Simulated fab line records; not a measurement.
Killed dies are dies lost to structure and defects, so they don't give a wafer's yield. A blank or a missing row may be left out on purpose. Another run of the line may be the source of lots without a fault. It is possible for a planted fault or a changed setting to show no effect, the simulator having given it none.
Chamber matching ; flow n5-finfet ; N5_FIN_CUT_ETCH_21 on rie-diel-02 has 4 sister chambers
The step etches SOC in N2/H2, target depth 219 nm, overetch 43.8 nm, time 523.5 s. 16 wafers are shown with their chamber, then 8 later ones without.

== WAFERS PAIRED WITH THEIR CHAMBERS ==
wafer;chamber;drypump-motor-current-A (A);throttle-valve-pct (%);showerhead-plenum-p-Torr (Torr)
L074.1;0;5.1;17.56;2.54
L074.2;2;5.9;17.82;2.53
L074.4;3;5.5;17.94;2.68
L076.1;2;5.9;17.84;2.53
L076.2;3;5.5;17.94;2.68
L076.4;0;5.0;17.56;2.53
L081.2;2;5.9;17.84;2.52
L081.3;3;5.5;17.94;2.68
L081.6;3;5.5;17.96;2.68
L082.1;1;6.0;17.40;2.44
L082.2;3;5.5;17.97;2.68
L082.6;1;6.0;17.38;2.44
L084.2;2;5.9;17.84;2.52
L084.4;1;6.0;17.38;2.43
L084.5;0;5.1;17.57;2.53
L085.1;1;6.0;17.39;2.43

SIGNATURES (averages over the wafers above)
reading;chamber 0;chamber 1;chamber 2;chamber 3;scatter within a chamber
drypump-motor-current-A;5.067;6.000;5.900;5.500;0.0236
throttle-valve-pct;17.5633;17.3875;17.8350;17.9500;0.011
showerhead-plenum-p-Torr;2.5333;2.4350;2.5250;2.6800;0.00471
Rule: distance of a wafer from a chamber = root of the sum over the readings of ((wafer's reading minus chamber's mean) / reading's scatter) squared. If the next closest chamber is less than 2 further off than the closest, the wafer can't be placed; otherwise it belongs to the closest. The scatter: take each reading less its chamber's mean, square it, sum over the shown wafers, divide by the number of wafers less the number of chambers, and take the root.

== WAFERS MISSING THEIR CHAMBER ==
wafer;drypump-motor-current-A (A);throttle-valve-pct (%);showerhead-plenum-p-Torr (Torr)
L085.3;5.1;17.59;2.53
L085.5;5.0;17.60;2.53
L089.3;5.4;17.98;2.67
L089.4;5.9;17.85;2.52
L089.6;5.0;17.61;2.52
L090.4;5.5;17.97;2.67
L090.5;5.9;17.87;2.52
L090.6;6.0;17.41;2.43

== WHICH CHAMBER EACH WENT THROUGH ==
wafer;from the rows above;in truth
L085.3;0;0
L085.5;0;0
L089.3;3;3
L089.4;2;2
L089.6;0;0
L090.4;3;3
L090.5;2;2
L090.6;1;1
Correctly placed: 8 of 8. Not placeable from these rows: 0. 0 placed wrongly.
